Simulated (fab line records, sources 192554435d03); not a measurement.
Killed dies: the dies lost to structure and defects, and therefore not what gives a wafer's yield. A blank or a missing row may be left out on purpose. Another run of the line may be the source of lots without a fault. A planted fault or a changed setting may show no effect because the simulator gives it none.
Which tool is to blame? || flow n5-finfet || Sampling: 12 lots, 36 wafers, 2 of 1938 route steps

== WHAT EACH GAUGE READ, for each wafer ==
N5_BEOL_M5_INSPECT_13: inspects for defects (brightfield).
{"lot": "L077", "measured": "day 8 16:45", "on": "defect-inspect-02", "raw-defect-count": "347 484 330"}
{"lot": "L075", "measured": "day 9 02:19", "on": "defect-inspect-01", "raw-defect-count": "397 491 413"}
{"lot": "L080", "measured": "day 9 08:25", "on": "defect-inspect-02", "raw-defect-count": "319 393 515"}
{"lot": "L081", "measured": "day 9 11:44", "on": "defect-inspect-02", "raw-defect-count": "472 322 267"}
{"lot": "L083", "measured": "day 10 08:32", "on": "defect-inspect-01", "raw-defect-count": "521 335 456"}
{"lot": "L086", "measured": "day 11 04:59", "on": "defect-inspect-02", "raw-defect-count": "550 414 634"}
{"lot": "L087", "measured": "day 11 12:38", "on": "defect-inspect-01", "raw-defect-count": "440 323 354"}
{"lot": "L090", "measured": "day 11 16:10", "on": "defect-inspect-01", "raw-defect-count": "611 446 351"}
{"lot": "L091", "measured": "day 12 10:10", "on": "defect-inspect-02", "raw-defect-count": "281 376 444"}
{"lot": "L093", "measured": "day 13 00:44", "on": "defect-inspect-01", "raw-defect-count": "429 403 539"}
{"lot": "L095", "measured": "day 13 08:00", "on": "defect-inspect-02", "raw-defect-count": "414 449 471"}
{"lot": "L097", "measured": "day 14 03:11", "on": "defect-inspect-01", "raw-defect-count": "478 396 420"}

== WHICH TOOL RAN EACH LOT (tool, then ch and the chambers of the sampled wafers, then the start) ==
{"lot": "L077", "N5_BEOL_M4_SPUTTER_88": "pvd-sputter-01, day 8 11:53"}
{"lot": "L075", "N5_BEOL_M4_SPUTTER_88": "pvd-sputter-03, day 8 22:00"}
{"lot": "L080", "N5_BEOL_M4_SPUTTER_88": "pvd-sputter-01, day 9 02:52"}
{"lot": "L081", "N5_BEOL_M4_SPUTTER_88": "pvd-sputter-01, day 9 06:11"}
{"lot": "L083", "N5_BEOL_M4_SPUTTER_88": "pvd-sputter-02, day 10 03:56"}
{"lot": "L086", "N5_BEOL_M4_SPUTTER_88": "pvd-sputter-03, day 10 22:53"}
{"lot": "L087", "N5_BEOL_M4_SPUTTER_88": "pvd-sputter-02, day 11 07:41"}
{"lot": "L090", "N5_BEOL_M4_SPUTTER_88": "pvd-sputter-01, day 11 10:47"}
{"lot": "L091", "N5_BEOL_M4_SPUTTER_88": "pvd-sputter-01, day 12 04:57"}
{"lot": "L093", "N5_BEOL_M4_SPUTTER_88": "pvd-sputter-03, day 12 19:57"}
{"lot": "L095", "N5_BEOL_M4_SPUTTER_88": "pvd-sputter-03, day 13 02:51"}
{"lot": "L097", "N5_BEOL_M4_SPUTTER_88": "pvd-sputter-03, day 13 21:50"}
- N5_BEOL_M4_SPUTTER_88: material Cu, target thk 4.5 nm, time 8.29 s.

== THE ANSWER, worked out from the rows above alone ==
Rule: the usual values come from the lots themselves. The widest of any qualifying gaps counts: lots, ordered by their means at a reading, are off when they make up no more than a third of the lots, leave a main group of 4 or more, and stand apart from it by 3 or more times the standard deviation of that group's means. A main group whose means are all the same, to the digits that the tables above print for the reading, isn't used. Also off: a lot with no number at a reading for which 4 or more lots have one. The other lots that the step has rows for count as sound.
No lot is off on any of the readings shown, so nothing can be concluded from this.

== WHAT WAS PUT IN BY THE SIMULATOR ==
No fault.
